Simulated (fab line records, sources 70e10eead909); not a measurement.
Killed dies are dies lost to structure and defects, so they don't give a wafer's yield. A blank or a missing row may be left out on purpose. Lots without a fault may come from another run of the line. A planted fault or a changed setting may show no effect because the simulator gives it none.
Which tool did it? | flow nand_harc | 12 lots, 36 wafers sampled, at 6 steps of a route of 1159

WHAT THE GAUGES READ, wafer by wafer
NHARC_A_BLC_INSPECT_28.
lot  | measured     | on                | raw_defect_count
L406 | day 17 18:40 | defect_inspect-02 | 376 427 498
L407 | day 17 19:31 | defect_inspect-02 | 321 350 283
L408 | day 17 19:41 | defect_inspect-01 | 305 280 271
L409 | day 18 05:05 | defect_inspect-02 | 767 710 590
L413 | day 20 08:23 | defect_inspect-02 | 321 362 268
L417 | day 21 13:26 | defect_inspect-01 | 6818 6686 6861
L420 | day 21 13:53 | defect_inspect-01 | 6745 6817 6618
L422 | day 22 02:23 | defect_inspect-02 | 692 487 363
L425 | day 22 03:39 | defect_inspect-01 | 430 402 319
L424 | day 22 08:21 | defect_inspect-02 | 415 375 349
L426 | day 23 02:02 | defect_inspect-01 | 530 363 300
L428 | day 23 12:41 | defect_inspect-02 | 360 437 376

NHARC_END_SORT_01.
lot  | measured     | on        | killed_at_array | killed_at_other | killed_at_periphery | killed_dies | killed_open | killed_short
L417 | day 24 15:58 | prober-02 | 676 669 669     | 0 1 1           | 1 7 7               | 677 677 677 | 3 5 8       | 4 0 1
L420 | day 24 15:47 | prober-01 | 674 675 673     | 0 0 0           | 3 2 4               | 677 677 677 | 1 3 2       | 3 1 5

WHICH TOOL RAN EACH LOT (tool, then ch and the chambers of the sampled wafers, then the start)
lot  | NHARC_A_BLC_ETCH_16                | NHARC_A_BLC_ETCH_18                           | NHARC_A_BLC_CVD_24                       | NHARC_A_BLC_CMP_25
L406 | rie_diel-01 ch 0,2,3, day 17 10:00 | rie_diel-01 ch 1,2,3, day 17 18:15 or earlier | cvd_w-01 ch 0,1, day 17 18:15 or earlier | cmp-02 ch 1,2, day 17 18:15
L407 | rie_diel-01 ch 0,1,2, day 17 11:32 | rie_diel-01 ch 0,2,3, day 17 19:08 or earlier | cvd_w-01 ch 1, day 17 19:08 or earlier   | cmp-04 ch 0,1,2, day 17 19:08
L408 | rie_diel-01 ch 0,2,3, day 17 12:55 | rie_diel-01 ch 0,1,2, day 17 19:20 or earlier | cvd_w-02 ch 0,1, day 17 19:20 or earlier | cmp-03 ch 1,2,3, day 17 19:20
L409 | rie_diel-12 ch 1,2,3, day 18 02:07 | rie_diel-12 ch 0,2, day 18 04:44 or earlier   | cvd_w-01 ch 0,1, day 18 04:44 or earlier | cmp-02 ch 0,1,2, day 18 04:44
L413 | rie_diel-12 ch 0,2,3, day 20 01:13 | rie_diel-12 ch 0,1,3, day 20 07:59 or earlier | cvd_w-02 ch 0,1, day 20 07:59 or earlier | cmp-02 ch 0,1,3, day 20 07:59
L417 | rie_diel-12 ch 0,1,2, day 20 21:46 | rie_diel-12 ch 0,1,2, day 21 13:04 or earlier | cvd_w-02 ch 0,1, day 21 13:04 or earlier | cmp-02 ch 2,3, day 21 13:04
L420 | rie_diel-01 ch 0,2, day 20 23:04   | rie_diel-01 ch 0,1,3, day 21 13:31 or earlier | cvd_w-02 ch 0,1, day 21 13:31 or earlier | cmp-03 ch 1,2,3, day 21 13:31
L422 | rie_diel-08 ch 0,1,2, day 21 17:05 | rie_diel-08 ch 0,1,2, day 22 01:59 or earlier | cvd_w-01 ch 0,1, day 22 01:59 or earlier | cmp-03 ch 0,1,2, day 22 01:59
L425 | rie_diel-12 ch 0,2,3, day 21 21:04 | rie_diel-12 ch 0,2,3, day 22 03:17 or earlier | cvd_w-02 ch 0,1, day 22 03:17 or earlier | cmp-03 ch 0,1,2, day 22 03:17
L424 | rie_diel-08 ch 1,2,3, day 22 03:58 | rie_diel-08 ch 0,2,3, day 22 07:58 or earlier | cvd_w-02 ch 0,1, day 22 07:58 or earlier | cmp-04 ch 0,2,3, day 22 07:58
L426 | rie_diel-08 ch 0,1,2, day 22 18:17 | rie_diel-08 ch 0,1, day 23 01:41 or earlier   | cvd_w-02 ch 0,1, day 23 01:41 or earlier | cmp-04 ch 1,2,3, day 23 01:41
L428 | rie_diel-08 ch 1,3, day 23 09:47   | rie_diel-08 ch 1,2, day 23 12:20 or earlier   | cvd_w-01 ch 0, day 23 12:20 or earlier   | cmp-03 ch 0,1,2, day 23 12:20
- NHARC_A_BLC_ETCH_16: etches the open film in CF4, target depth 39 nm, time 65 s.
- NHARC_A_BLC_ETCH_18: etches the open film in C4F8/O2/Ar, target depth 910 nm.
- NHARC_A_BLC_CVD_24: deposits W, target thk 150 nm, time 434 s.
- NHARC_A_BLC_CMP_25: polishes, t overpolish 30 s, target thk 150 nm.

WHAT THE TOOLS THEMSELVES READ (means of the sampled wafers that have a number; where no wafer has one, the mark that the record gives instead)
NHARC_A_BLC_ETCH_16.
lot  | tool        | drypump_motor_current_A (A) | oes_product_au (a.u.) | rf_vpp_V (V) | showerhead_plenum_p_Torr (Torr) | throttle_valve_pct (%)
L406 | rie_diel-01 | 5.9                         | 1.000                 | 150.1        | 1.72                            | 13.285
L407 | rie_diel-01 | 5.7                         | 1.003                 | 150.4        | 1.69                            | 13.280
L408 | rie_diel-01 | 5.8                         | 1.012                 | 150.7        | 1.72                            | 13.286
L409 | rie_diel-12 | 6.2                         | 0.990                 | 151.3        | 1.76                            | 13.287
L413 | rie_diel-12 | 6.0                         | 0.993                 | 150.5        | 1.71                            | 13.276
L417 | rie_diel-12 | 6.3                         | 0.995                 | 151.5        | 1.74                            | 13.277
L420 | rie_diel-01 | 5.7                         | 1.015                 | 150.8        | 1.70                            | 13.284
L422 | rie_diel-08 | 5.8                         | 0.996                 | 150.9        | 1.78                            | 13.282
L425 | rie_diel-12 | 6.0                         | 0.986                 | 151.6        | 1.71                            | 13.291
L424 | rie_diel-08 | 6.1                         | 0.994                 | 151.4        | 1.73                            | 13.280
L426 | rie_diel-08 | 5.7                         | 0.989                 | 151.2        | 1.78                            | 13.279
L428 | rie_diel-08 | 6.1                         | 0.998                 | 150.7        | 1.78                            | 13.279

NHARC_A_BLC_ETCH_18.
lot  | tool        | oes_product_au (a.u.) | rf_vpp_V (V)
L406 | rie_diel-01 | 0.981                 | 973
L407 | rie_diel-01 | 0.964                 | 974
L408 | rie_diel-01 | 0.984                 | 971
L409 | rie_diel-12 | 0.968                 | 973
L413 | rie_diel-12 | 0.961                 | 975
L417 | rie_diel-12 | 0.960                 | 976
L420 | rie_diel-01 | 0.929                 | 973
L422 | rie_diel-08 | 0.942                 | 979
L425 | rie_diel-12 | 0.955                 | 973
L424 | rie_diel-08 | 0.964                 | 976
L426 | rie_diel-08 | 0.978                 | 985
L428 | rie_diel-08 | 0.927                 | 977

NHARC_A_BLC_CVD_24.
lot  | tool     | heater_power_w (W) | susceptor_temp_C (C) | throttle_valve_pct (%)
L406 | cvd_w-01 | 481                | -                    | 7.59
L407 | cvd_w-01 | 641                | 299.83               | 7.66
L408 | cvd_w-02 | 491                | 299.96               | 7.80
L409 | cvd_w-01 | 476                | 299.95               | 7.34
L413 | cvd_w-02 | 506                | -                    | 7.79
L417 | cvd_w-02 | 485                | -                    | 7.78
L420 | cvd_w-02 | 507                | -                    | 7.80
L422 | cvd_w-01 | 462                | -                    | 7.57
L425 | cvd_w-02 | 486                | 299.94               | 7.87
L424 | cvd_w-02 | 501                | 299.91               | 7.79
L426 | cvd_w-02 | 505                | -                    | 7.73
L428 | cvd_w-01 | 372                | -                    | 7.50

NHARC_A_BLC_CMP_25.
lot  | tool   | edge_zone_pressure_frac | motor_current_A (A) | overpolish_run_s (s) | time_to_endpoint_s (s)
L406 | cmp-02 | 1.001                   | 13.6                | 30.004               | 32.4
L407 | cmp-04 | 0.998                   | 13.8                | 30.001               | 31.1
L408 | cmp-03 | 1.002                   | 12.8                | 29.998               | 28.8
L409 | cmp-02 | 1.002                   | 13.2                | 29.999               | 30.9
L413 | cmp-02 | 1.001                   | 11.6                | 30.001               | 29.3
L417 | cmp-02 | -                       | -                   | -                    | -
L420 | cmp-03 | -                       | -                   | -                    | -
L422 | cmp-03 | 1.003                   | 13.1                | 30.003               | 31.0
L425 | cmp-03 | 0.998                   | 13.4                | 29.999               | 31.1
L424 | cmp-04 | 1.002                   | 13.6                | 29.994               | 30.0
L426 | cmp-04 | 0.996                   | 13.9                | 29.996               | 29.7
L428 | cmp-03 | 1.002                   | 13.6                | 30.009               | 27.9

THE ANSWER, worked out from the rows above alone
Rule: what is usual is taken from the lots themselves. Put in order of their means at a reading, lots are off if they are a third of the lots or fewer, leave a main group of 4 or more, and stand apart from it by a gap of 3 or more times the standard deviation of the main group's means; of several such gaps the widest counts. A main group whose means are all the same, to the digits that the tables above print for the reading, isn't used. A lot without any number at a reading at which 4 lots or more have one is off too. The other lots that the step has rows for count as sound. The gauges are gone through in route order, then the tools' own readings, and for those a lot's mean is taken as printed above. The first step at which some lot is off is used, and at that step the reading that is off furthest; a lot without a number counts as furthest.
Off: L417, L420, at NHARC_A_BLC_INSPECT_28 (raw_defect_count). The main group: mean 411, standard deviation 1.1e+02.
A tool fits if, at a process step before that reading, it ran every lot that is off, and no sound lot after the first of them. The gauges at NHARC_A_BLC_INSPECT_28 aren't tried: what is off there is off at NHARC_A_BLC_CVD_24 too, on other tools, and a gauge's error can't cause that. NHARC_A_BLC_ETCH_18 gives no start for some lots, so the hours and the order of its lots are those of NHARC_A_BLC_CMP_25. NHARC_A_BLC_CVD_24 gives no start for some lots, so the hours and the order of its lots are those of NHARC_A_BLC_CMP_25. None of those tried fits.

WHAT THE SIMULATOR HAD PUT IN
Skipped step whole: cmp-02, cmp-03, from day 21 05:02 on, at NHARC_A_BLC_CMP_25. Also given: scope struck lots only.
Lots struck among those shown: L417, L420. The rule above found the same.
